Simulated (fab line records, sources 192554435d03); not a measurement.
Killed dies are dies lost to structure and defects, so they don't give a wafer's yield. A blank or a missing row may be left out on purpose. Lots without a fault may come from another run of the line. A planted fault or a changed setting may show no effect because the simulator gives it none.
Split-lot experiment | flow n5_finfet | 7 lots, 21 wafers read, on a route of 1938 steps

THE SPLIT
At N5_PMOS_HMC_CHANNEL_EPI_ETCH_32 (etches BARC in N2/H2, stops on SiO2, target depth 85.8 nm, time 50.3 s), the setting bias_w was moved away from the recipe's 150 W on 5 of the 21 wafers read, by -17.7% to +5.3%. The other wafers ran this setting at the recipe's value.

The reading is taken at the split's own step.

THE READING
rf_vpp_V, in V, at N5_PMOS_HMC_CHANNEL_EPI_ETCH_32 (etches BARC in N2/H2, stops on SiO2, target depth 85.8 nm, time 50.3 s). Fault-free wafers of this fab line usually give 523.5 V, standard deviation 2.3 V.

wafer  | tool, chamber at the split | bias_w as run, W | against the recipe | rf_vpp_V, V | against lot-mates on the recipe
L079.2 | rie_diel-06, 2             | 150              | recipe             | 526.1       | -
L079.3 | rie_diel-06, 1             | 150              | recipe             | 520.1       | -
L079.4 | rie_diel-06, 3             | 150              | recipe             | 521.9       | -
L081.3 | rie_diel-06, 0             | 150              | recipe             | 522.1       | -
L081.5 | rie_diel-06, 1             | 150              | recipe             | 520.7       | -
L081.6 | rie_diel-06, 2             | 150              | recipe             | 526.3       | -
L085.1 | rie_diel-06, 2             | 140.6            | -6.3%              | 505.5       | -15.1
L085.4 | rie_diel-06, 1             | 150              | recipe             | 521.6       | -
L085.6 | rie_diel-06, 1             | 150              | recipe             | 519.6       | -
L088.2 | rie_diel-02, 3             | 150              | recipe             | 521.6       | -
L088.3 | rie_diel-02, 1             | 150              | recipe             | 521.5       | -
L088.4 | rie_diel-02, 2             | 150              | recipe             | 523.6       | -
L089.2 | rie_diel-04, 0             | 157.9            | +5.3%              | 540.1       | +13.3
L089.5 | rie_diel-04, 3             | 150              | recipe             | 526.8       | -
L089.6 | rie_diel-04, 0             | 157.9            | +5.3%              | 539.5       | +12.7
L094.2 | rie_diel-04, 3             | 150              | recipe             | 527.6       | -
L094.3 | rie_diel-04, 0             | 150              | recipe             | 522.5       | -
L094.4 | rie_diel-04, 1             | 150              | recipe             | 523.8       | -
L096.1 | rie_diel-06, 2             | 123.4            | -17.7%             | 463.9       | -58.1
L096.2 | rie_diel-06, 3             | 123.4            | -17.7%             | 460.4       | -61.6
L096.4 | rie_diel-06, 0             | 150              | recipe             | 522.0       | -

THE FIT
A straight line over all 21 wafers: rf_vpp_V changes by +3.38 V for each +1% of bias_w; r = +0.99; the points scatter about the line by 2.5 V.
The same after taking each lot's own level away (the mean of its wafers on the recipe; 21 wafers): +3.24 V for each +1%; r = +0.99; scatter 2.6 V.
On that fit, the largest move of bias_w shifts the reading by 57 V.
The lots' own levels span 520.60 to 526.80 V, that is 2.7 times the standard deviation above.
So the lot-to-lot level changes the slope little: the two slopes agree.
Check: with one of the wafers moved furthest among these (-17.7%) left out of the fit, the line predicts -57.5 V for it against its lot-mates. It came out at -58.1 V against them.
Tool readings at the split's step, against how far the setting was moved: rf_vpp_V r = +0.99.

OTHER SPLITS ON THESE WAFERS
These wafers also went through other splits before the reading. Each is held against what the fit with the lots' levels taken away leaves over:
other split on the same wafers | wafers away from the commonest value | r with rf_vpp_V (lot level and that fit taken away)
N5_ZERO_LAYER_PECVD_02 time_s  | 2                                    | -0.27

THE FILE'S OWN FIT
rf_vpp_V changes by +3.21 V for each +1% of bias_w, r = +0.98.
